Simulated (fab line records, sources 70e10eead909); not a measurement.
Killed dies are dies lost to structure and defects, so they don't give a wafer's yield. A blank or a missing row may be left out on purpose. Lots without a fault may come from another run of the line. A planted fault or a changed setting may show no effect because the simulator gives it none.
Which tool did it? | flow nand_harc | 6 lots, 18 wafers sampled, at 5 steps of a route of 1159

WHAT THE GAUGES READ, wafer by wafer
NHARC_END_SORT_01.
lot  | measured     | on        | killed_at_array
L608 | day 19 21:23 | prober-02 | 675 676 676

WHICH TOOL RAN EACH LOT (tool, then ch and the chambers of the sampled wafers, then the start)
lot  | NHARC_A_CONTACT_DESCUM_74          | NHARC_A_CONTACT_ETCH_125             | NHARC_A_CONTACT_ETCH_127             | NHARC_A_CONTACT_ETCH_131
L608 | rie_diel-06 ch 0,3, day 17 03:25   | har_cap_etch-01 ch 0,1, day 17 04:45 | har_cap_etch-01 ch 0,1, day 17 05:02 | har_cap_etch-01 ch 0,1, day 17 05:36
L616 | rie_diel-05 ch 1,2, day 19 08:38   | har_cap_etch-03 ch 0,1, day 19 10:00 | har_cap_etch-03 ch 0,1, day 19 10:17 | har_cap_etch-03 ch 0,1, day 19 10:50
L621 | rie_diel-06 ch 0,3, day 20 16:22   | har_cap_etch-02 ch 0,1, day 20 17:49 | har_cap_etch-02 ch 0,1, day 20 18:07 | har_cap_etch-02 ch 0,1, day 20 18:40
L625 | rie_diel-06 ch 0,3, day 21 06:42   | har_cap_etch-03 ch 0,1, day 21 08:02 | har_cap_etch-03 ch 0,1, day 21 08:19 | har_cap_etch-03 ch 0,1, day 21 08:53
L622 | rie_diel-13 ch 1,2,3, day 22 00:07 | har_cap_etch-03 ch 0,1, day 22 01:27 | har_cap_etch-03 ch 0,1, day 22 01:44 | har_cap_etch-03 ch 0,1, day 22 02:19
L626 | rie_diel-06 ch 0,1,2, day 22 07:16 | har_cap_etch-02 ch 0,1, day 22 08:38 | har_cap_etch-02 ch 0,1, day 22 08:55 | har_cap_etch-02 ch 0,1, day 22 09:29
- NHARC_A_CONTACT_DESCUM_74: chemistry O2, time 3 s.
- NHARC_A_CONTACT_ETCH_125: etches the open film in C4F8/O2/Ar, time 155 s, target depth 956 nm.
- NHARC_A_CONTACT_ETCH_127: etches the open film in C4F8/O2/Ar, time 155 s, target depth 956 nm.
- NHARC_A_CONTACT_ETCH_131: etches the open film in C4F8/O2/Ar, time 155 s, target depth 956 nm.

THE ANSWER, worked out from the rows above alone
Rule: what is usual is taken from the lots themselves. Put in order of their means at a reading, lots are off if they are a third of the lots or fewer, leave a main group of 4 or more, and stand apart from it by a gap of 3 or more times the standard deviation of the main group's means; of several such gaps the widest counts. A main group whose means are all the same, to the digits that the tables above print for the reading, isn't used. A lot without any number at a reading at which 4 lots or more have one is off too. The other lots that the step has rows for count as sound.
No lot is off at any reading shown: from this, nothing can be told.

WHAT THE SIMULATOR HAD PUT IN
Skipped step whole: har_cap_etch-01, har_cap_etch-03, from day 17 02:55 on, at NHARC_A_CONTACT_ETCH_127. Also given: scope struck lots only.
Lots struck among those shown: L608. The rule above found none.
